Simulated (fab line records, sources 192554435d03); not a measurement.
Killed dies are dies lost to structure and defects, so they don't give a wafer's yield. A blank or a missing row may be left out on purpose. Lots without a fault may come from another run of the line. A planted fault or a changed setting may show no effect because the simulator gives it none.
Split-lot experiment | flow n5_finfet | 7 lots, 21 wafers read, on a route of 1938 steps

THE SPLIT
At N5_BEOL_M7_ETCH_66 (etches SOC in N2/H2, target depth 80 nm, overetch 16 nm, time 120 s), the setting time_s was moved away from the recipe's 120 s on 8 of the 21 wafers read, by -15.8% to +20.3%. The other wafers ran this setting at the recipe's value.

The reading is taken at the split's own step.

THE READING
SiARC_of_BEOL_M7_COAT_64.thk_nm (the simulator's own value, which no gauge read), in nm, at N5_BEOL_M7_ETCH_66 (etches SOC in N2/H2, target depth 80 nm, overetch 16 nm, time 120 s). The file gives no usual value for it. The 13 wafers here that ran the recipe average 6.4 nm, standard deviation 0.14 nm.

wafer  | tool, chamber at the split | time_s as run, s | against the recipe | SiARC_of_BEOL_M7_COAT_64.thk_nm, nm | against lot-mates on the recipe
L078.4 | rie_diel-02, 2             | 110              | -8.3%              | 6.8                                 | +0.4
L078.5 | rie_diel-02, 3             | 110              | -8.3%              | 7                                   | +0.6
L078.6 | rie_diel-02, 2             | 120              | recipe             | 6.4                                 | -
L080.3 | rie_diel-05, 0,1           | 120              | recipe             | 6.2                                 | -
L080.5 | rie_diel-05, 0,1           | 120              | recipe             | 6.2                                 | -
L080.4 | rie_diel-05, 1             | 120              | recipe             | 6.4                                 | -
L081.1 | rie_diel-05, 3             | 120              | recipe             | 6.2                                 | -
L081.2 | rie_diel-05, 2             | 120              | recipe             | 6.4                                 | -
L081.5 | rie_diel-05, 2             | 120              | recipe             | 6.4                                 | -
L084.1 | rie_diel-05, 1             | 128.8            | +7.3%              | 6                                   | -0.4
L084.5 | rie_diel-05, 1             | 128.8            | +7.3%              | 6                                   | -0.4
L084.4 | rie_diel-05, 3             | 120              | recipe             | 6.4                                 | -
L093.1 | rie_diel-02, 3             | 101.1            | -15.8%             | 7.4                                 | +0.8
L093.3 | rie_diel-02, 2             | 120              | recipe             | 6.6                                 | -
L093.6 | rie_diel-02, 2             | 120              | recipe             | 6.6                                 | -
L096.3 | rie_diel-06, 2             | 120              | recipe             | 6.6                                 | -
L096.4 | rie_diel-06, 3             | 144.4            | +20.3%             | 5.2                                 | -1.3
L096.5 | rie_diel-06, 0             | 120              | recipe             | 6.4                                 | -
L097.1 | rie_diel-05, 0,3           | 133.2            | +11.0%             | 5.8                                 | -0.6
L097.6 | rie_diel-05, 0,3           | 133.2            | +11.0%             | 5.8                                 | -0.6
L097.3 | rie_diel-05, 3             | 120              | recipe             | 6.4                                 | -
Where a row lists several chambers, the file gives one row for several wafers and doesn't say which wafer went through which chamber.

THE FIT
A straight line over all 21 wafers: SiARC_of_BEOL_M7_COAT_64.thk_nm changes by -0.059 nm for each +1% of time_s; r = -0.97; the points scatter about the line by 0.12 nm.
The same after taking each lot's own level away (the mean of its wafers on the recipe; 21 wafers): -0.0577 nm for each +1%; r = -0.98; scatter 0.081 nm.
On that fit, the largest move of time_s shifts the reading by 1.2 nm.
The lots' own levels span 6.27 to 6.60 nm, that is 2.5 times the standard deviation above.
So the lot-to-lot level changes the slope little: the two slopes agree.
Check: with one of the wafers moved furthest among these (+20.3%) left out of the fit, the line predicts -1.1 nm for it against its lot-mates. It came out at -1.3 nm against them.

OTHER SPLITS ON THESE WAFERS
These wafers also went through other splits before the reading. Each is held against what the fit with the lots' levels taken away leaves over:
other split on the same wafers     | wafers away from the commonest value | r with SiARC_of_BEOL_M7_COAT_64.thk_nm (lot level and that fit taken away)
N5_BEOL_M0_ETCH_128 source_w       | 6                                    | -0.28
N5_BEOL_M0_ETCH_109 bias_w         | 3                                    | +0.41
N5_BEOL_M1_SPUTTER_81 time_s       | 7                                    | +0.00
N5_BEOL_M2_ETCH_70 source_w        | 5                                    | +0.14
N5_BEOL_M2_TRENCH_ETCH_37 source_w | 5                                    | -0.12
N5_BEOL_M2_DEP_57 time_s           | 9                                    | -0.13
N5_BEOL_M4_PECVD_72 temp_c         | 3                                    | -0.12
N5_BEOL_M4_COAT_61 spin_rpm        | 8                                    | -0.19
N5_BEOL_M5_ETCH_68 bias_w          | 9                                    | +0.19
N5_BEOL_M5_ETCH_41 source_w        | 7                                    | +0.15
N5_BEOL_M6_PECVD_70 time_s         | 6                                    | -0.03
N5_BEOL_M6_HM_DEP_02 target_thk_a  | 5                                    | +0.17

THE FILE'S OWN FIT
SiARC_of_BEOL_M7_COAT_64.thk_nm changes by -0.0582 nm for each +1% of time_s, r = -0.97.
